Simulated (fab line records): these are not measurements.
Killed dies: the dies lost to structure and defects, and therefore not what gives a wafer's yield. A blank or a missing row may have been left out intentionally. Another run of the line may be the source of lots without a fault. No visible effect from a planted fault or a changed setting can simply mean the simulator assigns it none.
Which tool did it? || flow nand harc || 12 lots with 36 wafers sampled at 5 steps, on a route of 1302 steps

## WHAT THE GAUGES READ, wafer by wafer
NHARC_P_M0_THK_MEAS_24: measures by xrf.
{"lot": "L719", "measured": "day 7 03:56", "on": "film metro-01", "thk nm (nm)": "120.0 119.3 117.7"}
{"lot": "L720", "measured": "day 7 05:31", "on": "film metro-02", "thk nm (nm)": "116.8 117.9 118.4"}
{"lot": "L723", "measured": "day 8 14:48", "on": "film metro-01", "thk nm (nm)": "117.5 118.6 120.1"}
{"lot": "L726", "measured": "day 10 01:53", "on": "film metro-02", "thk nm (nm)": "119.0 115.1 115.2"}
{"lot": "L732", "measured": "day 12 04:37", "on": "film metro-02", "thk nm (nm)": "122.4 120.5 117.8"}
{"lot": "L733", "measured": "day 12 21:21", "on": "film metro-01", "thk nm (nm)": "118.1 118.3 116.8"}
{"lot": "L735", "measured": "day 13 16:54", "on": "film metro-01", "thk nm (nm)": "120.7 118.9 117.9"}
{"lot": "L736", "measured": "day 14 00:01", "on": "film metro-01", "thk nm (nm)": "117.0 115.3 120.9"}
{"lot": "L737", "measured": "day 14 11:07", "on": "film metro-01", "thk nm (nm)": "116.5 117.0 120.6"}
{"lot": "L738", "measured": "day 14 17:52", "on": "film metro-02", "thk nm (nm)": "114.8 116.9 119.5"}
{"lot": "L739", "measured": "day 15 07:25", "on": "film metro-01", "thk nm (nm)": "119.4 117.4 118.8"}
{"lot": "L740", "measured": "day 15 13:44", "on": "film metro-02", "thk nm (nm)": "117.0 115.7 117.7"}

NHARC_END_SORT_01.
{"lot": "L719", "measured": "day 25 07:05", "on": "prober-02", "defect limited yield (%)": "91.3 90.8 95.1", "killed at array": "56 59 29", "killed at other": "1 1 1", "killed at periphery": "2 2 3", "killed dies": "59 62 33", "killed open": "3 5 5", "killed short": "2 2 1"}
{"lot": "L720", "measured": "day 25 16:31", "on": "prober-02", "defect limited yield (%)": "96.3 96.3 95.3", "killed at array": "23 21 29", "killed at other": "1 0 0", "killed at periphery": "1 4 3", "killed dies": "25 25 32", "killed open": "3 4 5", "killed short": "3 0 4"}
{"lot": "L723", "measured": "day 26 16:24", "on": "prober-01", "defect limited yield (%)": "91.3 90.5 91.1", "killed at array": "53 62 57", "killed at other": "3 1 1", "killed at periphery": "3 1 2", "killed dies": "59 64 60", "killed open": "4 4 2", "killed short": "3 3 4"}
{"lot": "L726", "measured": "day 29 09:44", "on": "prober-01", "defect limited yield (%)": "91.7 91.4 92.8", "killed at array": "50 49 45", "killed at other": "0 0 0", "killed at periphery": "6 9 4", "killed dies": "56 58 49", "killed open": "1 5 3", "killed short": "1 1 2"}
{"lot": "L732", "measured": "day 30 10:19", "on": "prober-02", "defect limited yield (%)": "92.8 92.0 91.6", "killed at array": "45 53 57", "killed at other": "1 1 0", "killed at periphery": "3 0 0", "killed dies": "49 54 57", "killed open": "3 2 4", "killed short": "2 5 3"}
{"lot": "L733", "measured": "day 31 11:29", "on": "prober-01", "defect limited yield (%)": "92.0 93.4 93.6", "killed at array": "46 40 37", "killed at other": "0 0 1", "killed at periphery": "8 5 5", "killed dies": "54 45 43", "killed open": "4 4 1", "killed short": "5 0 2"}
{"lot": "L735", "measured": "day 31 18:07", "on": "prober-02", "defect limited yield (%)": "93.5 92.6 93.6", "killed at array": "42 48 42", "killed at other": "0 0 1", "killed at periphery": "2 2 0", "killed dies": "44 50 43", "killed open": "1 6 1", "killed short": "3 1 6"}
{"lot": "L736", "measured": "day 32 23:14", "on": "prober-02", "defect limited yield (%)": "89.7 86.0 89.7", "killed at array": "67 94 69", "killed at other": "1 0 1", "killed at periphery": "2 1 0", "killed dies": "70 95 70", "killed open": "2 3 2", "killed short": "3 3 1"}
{"lot": "L737", "measured": "day 32 18:08", "on": "prober-01", "defect limited yield (%)": "94.2 93.1 93.9", "killed at array": "36 42 37", "killed at other": "0 0 0", "killed at periphery": "3 5 4", "killed dies": "39 47 41", "killed open": "5 6 4", "killed short": "3 3 4"}
{"lot": "L738", "measured": "day 33 04:47", "on": "prober-01", "defect limited yield (%)": "93.5 93.5 94.7", "killed at array": "40 40 33", "killed at other": "0 3 1", "killed at periphery": "4 1 2", "killed dies": "44 44 36", "killed open": "3 7 4", "killed short": "0 0 0"}
{"lot": "L739", "measured": "day 33 07:49", "on": "prober-02", "defect limited yield (%)": "85.2 87.0 90.5", "killed at array": "96 83 58", "killed at other": "1 0 0", "killed at periphery": "3 5 6", "killed dies": "100 88 64", "killed open": "3 1 4", "killed short": "3 5 2"}
{"lot": "L740", "measured": "day 34 03:38", "on": "prober-01", "defect limited yield (%)": "88.2 86.7 90.1", "killed at array": "68 82 60", "killed at other": "3 0 3", "killed at periphery": "9 8 4", "killed dies": "80 90 67", "killed open": "5 4 4", "killed short": "4 3 3"}

## WHICH TOOL RAN EACH LOT (tool, then ch and the chambers of the sampled wafers, then the start)
{"lot": "L719", "NHARC_P_M1_ETCH_15": "rie diel-10 ch 0,2,3, day 7 05:58", "NHARC_P_M1_STRIP_18": "rie diel-13 ch 0,2,3, day 7 06:13", "NHARC_P_M1_DEGAS_29": "pvd sputter-03, day 7 06:50"}
{"lot": "L720", "NHARC_P_M1_ETCH_15": "rie diel-13 ch 0,2,3, day 7 07:18", "NHARC_P_M1_STRIP_18": "rie diel-10 ch 1,2,3, day 7 07:34", "NHARC_P_M1_DEGAS_29": "pvd sputter-03, day 7 08:10"}
{"lot": "L723", "NHARC_P_M1_ETCH_15": "rie diel-10 ch 0,2, day 8 16:55", "NHARC_P_M1_STRIP_18": "rie diel-10 ch 1,3, day 8 17:07", "NHARC_P_M1_DEGAS_29": "pvd sputter-03, day 8 17:48"}
{"lot": "L726", "NHARC_P_M1_ETCH_15": "rie diel-13 ch 0,1,2, day 10 03:50", "NHARC_P_M1_STRIP_18": "rie diel-13 ch 0,2,3, day 10 04:02", "NHARC_P_M1_DEGAS_29": "pvd sputter-03, day 10 04:41"}
{"lot": "L732", "NHARC_P_M1_ETCH_15": "rie diel-13 ch 0,1,3, day 12 06:26", "NHARC_P_M1_STRIP_18": "rie diel-10 ch 2,3, day 12 06:38", "NHARC_P_M1_DEGAS_29": "pvd sputter-01, day 12 07:17"}
{"lot": "L733", "NHARC_P_M1_ETCH_15": "rie diel-13 ch 1,2,3, day 12 23:08", "NHARC_P_M1_STRIP_18": "rie diel-10 ch 0,2,3, day 12 23:20", "NHARC_P_M1_DEGAS_29": "pvd sputter-03, day 12 23:59"}
{"lot": "L735", "NHARC_P_M1_ETCH_15": "rie diel-10 ch 0,1,2, day 13 18:50", "NHARC_P_M1_STRIP_18": "rie diel-13 ch 1,2,3, day 13 19:03", "NHARC_P_M1_DEGAS_29": "pvd sputter-02, day 13 19:40"}
{"lot": "L736", "NHARC_P_M1_ETCH_15": "rie diel-10 ch 0,1,2, day 14 01:47", "NHARC_P_M1_STRIP_18": "rie diel-13 ch 0,1,3, day 14 02:00", "NHARC_P_M1_DEGAS_29": "pvd sputter-01, day 14 02:43"}
{"lot": "L737", "NHARC_P_M1_ETCH_15": "rie diel-10 ch 2,3, day 14 12:55", "NHARC_P_M1_STRIP_18": "rie diel-13 ch 0,2,3, day 14 13:08", "NHARC_P_M1_DEGAS_29": "pvd sputter-01, day 14 13:46"}
{"lot": "L738", "NHARC_P_M1_ETCH_15": "rie diel-10 ch 2,3, day 14 19:41", "NHARC_P_M1_STRIP_18": "rie diel-13 ch 2,3, day 14 19:55", "NHARC_P_M1_DEGAS_29": "pvd sputter-01, day 14 20:32"}
{"lot": "L739", "NHARC_P_M1_ETCH_15": "rie diel-10 ch 0,2,3, day 15 09:19", "NHARC_P_M1_STRIP_18": "rie diel-10 ch 0,2,3, day 15 09:32", "NHARC_P_M1_DEGAS_29": "pvd sputter-02, day 15 10:10"}
{"lot": "L740", "NHARC_P_M1_ETCH_15": "rie diel-13 ch 1,3, day 15 15:31", "NHARC_P_M1_STRIP_18": "rie diel-10 ch 1,3, day 15 15:45", "NHARC_P_M1_DEGAS_29": "pvd sputter-01, day 15 16:22"}
- NHARC_P_M1_ETCH_15: etches the open film in C4F8/Ar, target depth 182.5 nm, time 91.2 s.
- NHARC_P_M1_STRIP_18: strips in N2/H2.
- NHARC_P_M1_DEGAS_29: time 60 s.

## WHAT THE TOOLS THEMSELVES READ (means of the sampled wafers that have a number; where no wafer has one, the mark that the record gives instead)
NHARC_P_M1_ETCH_15.
{"lot": "L719", "tool": "rie diel-10", "oes product au (a.u.)": 0.921, "rf fwd power W (W)": 595.5, "rf vpp V (V)": 439.6, "run length s (s)": 112.8}
{"lot": "L720", "tool": "rie diel-13", "oes product au (a.u.)": 0.950, "rf fwd power W (W)": 598.3, "rf vpp V (V)": 441.7, "run length s (s)": 112.2}
{"lot": "L723", "tool": "rie diel-10", "oes product au (a.u.)": 0.973, "rf fwd power W (W)": 592.6, "rf vpp V (V)": 438.8, "run length s (s)": 107.7}
{"lot": "L726", "tool": "rie diel-13", "oes product au (a.u.)": 0.961, "rf fwd power W (W)": 596.2, "rf vpp V (V)": 439.0, "run length s (s)": 112.2}
{"lot": "L732", "tool": "rie diel-13", "oes product au (a.u.)": 0.940, "rf fwd power W (W)": 596.3, "rf vpp V (V)": 441.3, "run length s (s)": 112.5}
{"lot": "L733", "tool": "rie diel-13", "oes product au (a.u.)": 0.961, "rf fwd power W (W)": 598.1, "rf vpp V (V)": 440.8, "run length s (s)": 112.2}
{"lot": "L735", "tool": "rie diel-10", "oes product au (a.u.)": 0.939, "rf fwd power W (W)": 593.8, "rf vpp V (V)": 438.9, "run length s (s)": 112.4}
{"lot": "L736", "tool": "rie diel-10", "oes product au (a.u.)": 0.958, "rf fwd power W (W)": 594.9, "rf vpp V (V)": 438.6, "run length s (s)": 112.3}
{"lot": "L737", "tool": "rie diel-10", "oes product au (a.u.)": 0.967, "rf fwd power W (W)": 593.1, "rf vpp V (V)": 441.1, "run length s (s)": 113.0}
{"lot": "L738", "tool": "rie diel-10", "oes product au (a.u.)": 0.947, "rf fwd power W (W)": 593.5, "rf vpp V (V)": 441.7, "run length s (s)": 112.8}
{"lot": "L739", "tool": "rie diel-10", "oes product au (a.u.)": 0.958, "rf fwd power W (W)": 596.1, "rf vpp V (V)": 439.9, "run length s (s)": 112.7}
{"lot": "L740", "tool": "rie diel-13", "oes product au (a.u.)": 0.955, "rf fwd power W (W)": 597.5, "rf vpp V (V)": 441.6, "run length s (s)": 112.5}

NHARC_P_M1_STRIP_18.
{"lot": "L719", "tool": "rie diel-13", "drypump motor current A (A)": 5.7, "oes product au (a.u.)": 0.982, "rf fwd power W (W)": 997, "rf vpp V (V)": 90.6, "showerhead plenum p Torr (Torr)": 2.05, "throttle valve pct (%)": 14.168}
{"lot": "L720", "tool": "rie diel-10", "drypump motor current A (A)": 5.2, "oes product au (a.u.)": 1.009, "rf fwd power W (W)": 994, "rf vpp V (V)": 91.2, "showerhead plenum p Torr (Torr)": 2.02, "throttle valve pct (%)": 14.174}
{"lot": "L723", "tool": "rie diel-10", "drypump motor current A (A)": 5.3, "oes product au (a.u.)": 1.013, "rf fwd power W (W)": 994, "rf vpp V (V)": 90.3, "showerhead plenum p Torr (Torr)": 2.01, "throttle valve pct (%)": 14.172}
{"lot": "L726", "tool": "rie diel-13", "drypump motor current A (A)": 5.7, "oes product au (a.u.)": 0.991, "rf fwd power W (W)": 998, "rf vpp V (V)": 91.3, "showerhead plenum p Torr (Torr)": 2.04, "throttle valve pct (%)": 14.159}
{"lot": "L732", "tool": "rie diel-10", "drypump motor current A (A)": 5.3, "oes product au (a.u.)": 0.990, "rf fwd power W (W)": 998, "rf vpp V (V)": 90.4, "showerhead plenum p Torr (Torr)": 2.06, "throttle valve pct (%)": 14.164}
{"lot": "L733", "tool": "rie diel-10", "drypump motor current A (A)": 5.1, "oes product au (a.u.)": 0.998, "rf fwd power W (W)": 995, "rf vpp V (V)": 90.9, "showerhead plenum p Torr (Torr)": 2.00, "throttle valve pct (%)": 14.175}
{"lot": "L735", "tool": "rie diel-13", "drypump motor current A (A)": 6.0, "oes product au (a.u.)": 1.000, "rf fwd power W (W)": 997, "rf vpp V (V)": 90.6, "showerhead plenum p Torr (Torr)": 2.04, "throttle valve pct (%)": 14.175}
{"lot": "L736", "tool": "rie diel-13", "drypump motor current A (A)": 5.8, "oes product au (a.u.)": 0.991, "rf fwd power W (W)": 1003, "rf vpp V (V)": 90.8, "showerhead plenum p Torr (Torr)": 2.04, "throttle valve pct (%)": 14.176}
{"lot": "L737", "tool": "rie diel-13", "drypump motor current A (A)": 5.7, "oes product au (a.u.)": 0.984, "rf fwd power W (W)": 998, "rf vpp V (V)": 91.1, "showerhead plenum p Torr (Torr)": 2.04, "throttle valve pct (%)": 14.173}
{"lot": "L738", "tool": "rie diel-13", "drypump motor current A (A)": 5.7, "oes product au (a.u.)": 0.996, "rf fwd power W (W)": 998, "rf vpp V (V)": 91.3, "showerhead plenum p Torr (Torr)": 2.08, "throttle valve pct (%)": 14.174}
{"lot": "L739", "tool": "rie diel-10", "drypump motor current A (A)": 5.1, "oes product au (a.u.)": 0.989, "rf fwd power W (W)": 997, "rf vpp V (V)": 89.8, "showerhead plenum p Torr (Torr)": 2.00, "throttle valve pct (%)": 14.173}
{"lot": "L740", "tool": "rie diel-10", "drypump motor current A (A)": 5.4, "oes product au (a.u.)": 0.967, "rf fwd power W (W)": 998, "rf vpp V (V)": 90.4, "showerhead plenum p Torr (Torr)": 2.05, "throttle valve pct (%)": 14.173}

NHARC_P_M1_DEGAS_29.
{"lot": "L719", "tool": "pvd sputter-03", "heater power w (W)": 304, "susceptor temp C (C)": 249.96}
{"lot": "L720", "tool": "pvd sputter-03", "heater power w (W)": 353, "susceptor temp C (C)": 250.07}
{"lot": "L723", "tool": "pvd sputter-03", "heater power w (W)": 298, "susceptor temp C (C)": 250.27}
{"lot": "L726", "tool": "pvd sputter-03", "heater power w (W)": 324, "susceptor temp C (C)": 250.08}
{"lot": "L732", "tool": "pvd sputter-01", "heater power w (W)": 336, "susceptor temp C (C)": 250.03}
{"lot": "L733", "tool": "pvd sputter-03", "heater power w (W)": 304, "susceptor temp C (C)": 249.78}
{"lot": "L735", "tool": "pvd sputter-02", "heater power w (W)": 346, "susceptor temp C (C)": 250.22}
{"lot": "L736", "tool": "pvd sputter-01", "heater power w (W)": 332, "susceptor temp C (C)": 250.09}
{"lot": "L737", "tool": "pvd sputter-01", "heater power w (W)": 352, "susceptor temp C (C)": 249.91}
{"lot": "L738", "tool": "pvd sputter-01", "heater power w (W)": 333, "susceptor temp C (C)": "-"}
{"lot": "L739", "tool": "pvd sputter-02", "heater power w (W)": 346, "susceptor temp C (C)": "-"}
{"lot": "L740", "tool": "pvd sputter-01", "heater power w (W)": 339, "susceptor temp C (C)": 250.09}

## THE ANSWER, worked out from the rows above alone
Rule: what is usual is taken from the lots themselves. Put in order of their means at a reading, lots are off if they are a third of the lots or fewer, leave a main group of 4 or more, and stand apart from it by a gap of 3 or more times the standard deviation of the main group's means; of several such gaps the widest counts. If all means in a main group match to the digits the tables above print for the reading, that group is not used. A lot without any number at a reading at which 4 lots or more have one is off too. All remaining lots with rows at the step are treated as sound. First the gauges in route order, then the tools' own readings, where a lot's mean is used as printed above. At the first step where some lot is off, the reading lying furthest off is the one used; lots without a number count as furthest.
Off, at NHARC_P_M1_ETCH_15 on run length s: L723. Mean 112.5 s and standard deviation 0.27 in the main group.
If a tool, at that step or one of the process steps before it, ran each lot that is off and ran no sound lot following the first of them, it fits. Not one of the candidates tried fits.

## WHAT THE SIMULATOR HAD INSERTED
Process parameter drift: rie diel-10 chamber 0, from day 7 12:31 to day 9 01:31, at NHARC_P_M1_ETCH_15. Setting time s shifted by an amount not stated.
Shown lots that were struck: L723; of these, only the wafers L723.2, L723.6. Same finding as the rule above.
